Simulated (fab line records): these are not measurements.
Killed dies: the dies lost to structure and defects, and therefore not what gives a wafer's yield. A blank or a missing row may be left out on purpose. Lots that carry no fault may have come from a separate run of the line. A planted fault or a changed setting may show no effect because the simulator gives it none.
Comparing a struck lot with a sound one || flow n5-finfet || 37 out of 1938 route steps
Sound: the wafers L480.1, L480.4, L480.6. Struck: wafers L463.1, L463.4, L463.6. The cause comes at the end.
Each step with rows lists, per side, the tool, then ch with its chambers, then its first start. Under that, the readings that differ: sound wafers || struck wafers || difference of the means || sigmas: that difference in standard deviations of wafers without a fault.
alike: a reading whose means differ by less than 2 such deviations, as well as words and numbers matching on both sides. not compared: withheld readings; readings where some wafer has no value; bounds like >300 that might hide an equal value; numbers whose values overlap and for which the record gives no deviation.
The two part at a step that has a row with sigmas, a row that says differs or no value, or rows on one side only. When numbers do not overlap yet have no deviation, they are printed without sigmas and do not part them. A reading that every wafer of one side lacks parts them only if that side has two wafers or more.

first, 9 steps without rows for these wafers: N5_WELL_APT_COAT_02 (resist thk 950 nm); N5_WELL_APT_EBR_04; N5_WELL_APT_SOFTBAKE_03 (time 60 s); N5_WELL_APT_EXPOSE_05 (exposes mask NWELL, defocus 0 nm, target cd 200 nm); N5_WELL_APT_PEB_06 (peb time 90 s); N5_WELL_APT_DEVELOP_07 (develop time 45 s); N5_WELL_APT_HARDBAKE_12 (time 120 s); N5_WELL_APT_DESCUM_13 (chemistry O2, time 7.9 s); N5_WELL_APT_IMPLANT_14.
N5_WELL_APT_IMPLANT_15:
  sound on implanter-01 ch 0, day 7 08:35; struck on implanter-02 ch 0, day 3 02:16
{"reading": "dose-ions-cm2", "sound": "1.4989e+13 1.4968e+13 1.4987e+13", "struck": "8.108e+12 8.1e+12 8.119e+12", "difference": -6.872e+12, "sigmas": "-99 or more"}
{"reading": "faraday-current-uA", "sound": "186 187 196", "struck": "97 105 103", "difference": -88, "sigmas": -23}
  alike: rotation-deg
then, 25 steps without rows for these wafers: N5_WELL_APT_STRIP_16 (strips in SPM, time 900 s); N5_WELL_APT_HMDS_18 (time 60 s); N5_WELL_APT_COAT_19 (resist thk 950 nm); N5_WELL_APT_EBR_21; N5_WELL_APT_SOFTBAKE_20 (time 60 s); N5_WELL_APT_EXPOSE_22 (exposes mask PWELL, defocus 0 nm, target cd 200 nm); N5_WELL_APT_PEB_23 (peb time 90 s); N5_WELL_APT_DEVELOP_24 (develop time 45 s); N5_WELL_APT_HARDBAKE_29 (time 120 s); N5_WELL_APT_DESCUM_30 (chemistry O2, time 7.9 s); N5_WELL_APT_IMPLANT_31; N5_WELL_APT_IMPLANT_32; N5_WELL_APT_STRIP_33 (strips in SPM, time 900 s); N5_WELL_APT_RTA_34 (time 10 s); N5_WELL_APT_OXIDE_STRIP_42 (strips SiO2 in dHF, time 45 s, target depth 12 nm); N5_WELL_APT_PRECLEAN_36 (cleans in O3/DIW, time 45 s); N5_WELL_APT_PRECLEAN_39 (cleans in dHF, time 60 s); N5_WELL_APT_SRD_37 (time 30 s); N5_WELL_APT_EPI_41 (deposits Si from SiH4/H2, target thk 50 nm, time 297.7 s); N5_PMOS_HMC_CHANNEL_EPI_HM_DEP_34 (deposits SiO2 from TEOS/O2, target thk 36 nm, time 6.9 s); N5_PMOS_HMC_CHANNEL_EPI_COAT_31 (time 60 s, resist thk 66 nm); N5_PMOS_HMC_CHANNEL_EPI_COAT_03 (resist thk 205 nm); N5_PMOS_HMC_CHANNEL_EPI_EBR_05; N5_PMOS_HMC_CHANNEL_EPI_SOFTBAKE_04 (time 60 s); N5_PMOS_HMC_CHANNEL_EPI_EXPOSE_06 (exposes mask PMOS HMC BLK, target cd 240 nm).
-- here the record skips 6 days between the struck wafers' starts before and after, leaving off in module PMOS_HMC_CHANNEL_EPI and picking up in module BEOL_M4 (first step shown: number 1111 of the route) --
N5_BEOL_M4_RC_MEAS_101:
  sound on prober-02 ch 0, day 13 11:56; struck on prober-01 ch 0, day 9 04:09
{"reading": "CJ_P", "sound": "5.70 6.07 5.97", "struck": "4.35 4.18 4.29", "difference": -1.64, "sigmas": -9}
  alike: DIBL_N, DIBL_P, IOFF_N, IOFF_P, ION_N, ION_P, SS_N, SS_P, VT_N, VT_P
-- a jump in the record: the struck wafers' starts before and after are 4 days apart (it breaks off in module BEOL_M4 and resumes in module PASSIVATION, where the first step shown is number 1936 of the route) --
N5_PASSIVATION_PROBE_49:
  sound on prober-02, day 18 04:04; struck on prober-02, day 13 07:35
  alike: defect-limited-yield, killed_at_M0_to_M3, killed_at_M4_up, killed-at-contacts, killed-at-front-end, killed-at-other, killed-dies, killed-open, killed-short, sort_bin_5_function, sort_bin_6_memory, sort-n-pass, sort-yield-pct

## WHERE THEY PART
First at N5_WELL_APT_IMPLANT_15; last, within this record, at N5_BEOL_M4_RC_MEAS_101. Later steps at which nothing parts them and some readings are alike: N5_PASSIVATION_PROBE_49.

WHY: what the simulator had put in
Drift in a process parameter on implanter-02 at N5_WELL_APT_IMPLANT_15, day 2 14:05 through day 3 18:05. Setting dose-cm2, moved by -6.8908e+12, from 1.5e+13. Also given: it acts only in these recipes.
